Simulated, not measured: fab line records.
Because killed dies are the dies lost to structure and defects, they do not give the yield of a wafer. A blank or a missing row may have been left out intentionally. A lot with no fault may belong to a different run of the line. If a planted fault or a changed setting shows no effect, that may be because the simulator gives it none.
Chamber matching :: flow nand-harc :: rie-si-06 running NHARC_A_DECK1_JOINT_ETCHBACK_00: 4 sister chambers
The step etches the open film in HBr, target depth 30 nm, time 17.4 s. 4 wafers are shown with their chamber, then 11 later ones without.

== WAFERS PAIRED WITH THEIR CHAMBERS ==
wafer: L081.2
chamber: 2
drypump-motor-current-A (A): 6.0

wafer: L085.2
chamber: 1
drypump-motor-current-A (A): 6.1

wafer: L085.5
chamber: 3
drypump-motor-current-A (A): 5.7

wafer: L090.3
chamber: 0
drypump-motor-current-A (A): 5.7

== WAFERS WITHOUT THEIR CHAMBER ==
wafer: L090.4
drypump-motor-current-A (A): 6.0

wafer: L090.5
drypump-motor-current-A (A): 5.7

wafer: L093.1
drypump-motor-current-A (A): 6.1

wafer: L093.4
drypump-motor-current-A (A): 6.0

wafer: L093.5
drypump-motor-current-A (A): 6.1

wafer: L095.2
drypump-motor-current-A (A): 6.2

wafer: L095.3
drypump-motor-current-A (A): 5.7

wafer: L095.6
drypump-motor-current-A (A): 6.1

wafer: L097.1
drypump-motor-current-A (A): 5.8

wafer: L097.2
drypump-motor-current-A (A): 5.8

wafer: L097.4
drypump-motor-current-A (A): 6.0

== CHAMBER TAKEN BY EACH ==
wafer: L090.4
from the rows above: can't be placed: 2 or 1
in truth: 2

wafer: L090.5
from the rows above: can't be placed: 0 or 3
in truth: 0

wafer: L093.1
from the rows above: can't be placed: 1 or 2
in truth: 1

wafer: L093.4
from the rows above: can't be placed: 2 or 1
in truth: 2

wafer: L093.5
from the rows above: can't be placed: 1 or 2
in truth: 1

wafer: L095.2
from the rows above: can't be placed: 1 or 2
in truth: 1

wafer: L095.3
from the rows above: can't be placed: 0 or 3
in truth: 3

wafer: L095.6
from the rows above: can't be placed: 1 or 2
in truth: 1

wafer: L097.1
from the rows above: can't be placed: 0 or 3 or 2
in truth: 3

wafer: L097.2
from the rows above: can't be placed: 0 or 3 or 2
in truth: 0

wafer: L097.4
from the rows above: can't be placed: 2 or 1
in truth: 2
Correctly placed: 0 of 11. These rows do not allow placing 11 (true chamber among the candidates in 11). Wrongly placed: 0.
How it was worked out, from the rows above alone: a wafer's distance from a chamber is the root of the sum, over the readings, of the square of ((its reading less the chamber's mean) divided by the reading's scatter). If the next closest chamber is less than 2 further off than the closest, the wafer can't be placed; otherwise it belongs to the closest. For every chamber, the mean is computed from those of its wafers that are shown. The scatter (one wafer shown for each chamber): square how far every hidden wafer sits from the nearest shown wafer, average those squares and take the square root.
